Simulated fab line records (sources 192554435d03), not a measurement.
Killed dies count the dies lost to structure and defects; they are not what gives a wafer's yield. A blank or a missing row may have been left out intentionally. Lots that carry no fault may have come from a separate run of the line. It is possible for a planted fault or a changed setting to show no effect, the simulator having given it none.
Matching of chambers    flow n5_finfet    N5_GATE_CUT_ETCH_28 on rie_diel-06 has 4 sister chambers
The step etches underlayer in N2/H2, target depth 13 nm, time 10.4 s. 22 wafers are shown with their chamber, then 11 later ones without.

## WAFERS WITH THEIR CHAMBER
wafer   chamber  showerhead_plenum_p_Torr (Torr)  drypump_motor_current_A (A)  throttle_valve_pct (%)
L074.3  3        2.70                             5.8                          17.63
L074.4  1        2.60                             6.2                          17.82
L074.5  1        2.60                             6.2                          17.83
L075.1  0        2.51                             6.0                          17.99
L075.2  3        2.69                             5.9                          17.64
L075.3  2        2.59                             5.2                          17.70
L075.4  0        2.51                             6.0                          17.98
L075.5  2        2.59                             5.3                          17.72
L075.6  3        2.69                             5.8                          17.62
L076.2  0        2.51                             6.0                          17.99
L076.4  3        2.69                             5.9                          17.62
L076.6  2        2.59                             5.2                          17.72
L078.3  3        2.69                             5.9                          17.65
L078.4  2        2.59                             5.2                          17.72
L078.5  2        2.59                             5.2                          17.72
L079.1  0        2.51                             6.0                          18.01
L079.2  1        2.60                             6.1                          17.43
L079.6  3        2.69                             5.9                          17.66
L082.1  2        2.58                             5.2                          17.73
L082.3  1        2.59                             6.1                          17.44
L082.6  1        2.59                             6.1                          17.45
L085.1  1        2.59                             6.1                          17.46

SIGNATURES, as means of the wafers listed above
reading                   chamber 0  chamber 1  chamber 2  chamber 3  scatter within a chamber
showerhead_plenum_p_Torr  2.5100     2.5950     2.5883     2.6917     0.00419
drypump_motor_current_A   6.000      6.133      5.217      5.867      0.0441
throttle_valve_pct        17.9925    17.5717    17.7183    17.6367    0.104
Rule: for each reading, subtract the chamber's mean from the wafer's reading, divide by that reading's scatter and square the result; add these up over the readings and take the root, which gives the wafer's distance from the chamber. The wafer belongs to the nearest chamber; if the next one is less than 2 further off, it can't be placed. How the scatter is found: for the shown wafers, subtract from each reading the mean of its chamber, square and add these, divide the total by (wafers less chambers), then take the root.

## WAFERS WITHOUT THEIR CHAMBER
wafer   showerhead_plenum_p_Torr (Torr)  drypump_motor_current_A (A)  throttle_valve_pct (%)
L085.4  2.68                             5.8                          17.66
L085.5  2.68                             5.8                          17.68
L087.3  2.58                             5.2                          17.75
L087.4  2.68                             5.8                          17.69
L087.6  2.50                             5.9                          18.04
L093.2  2.58                             5.2                          17.76
L093.4  2.68                             5.8                          17.69
L093.6  2.68                             5.8                          17.68
L096.1  2.58                             6.1                          17.47
L096.2  2.58                             5.2                          17.77
L096.6  2.58                             5.2                          17.78

## CHAMBER TAKEN BY EACH
wafer   from the rows above  in truth
L085.4  3                    3
L085.5  3                    3
L087.3  2                    2
L087.4  3                    3
L087.6  0                    0
L093.2  2                    2
L093.4  3                    3
L093.6  3                    3
L096.1  1                    1
L096.2  2                    2
L096.6  2                    2
Correctly placed: 11 of 11. From these rows, 0 cannot be placed. Wrongly placed: 0.
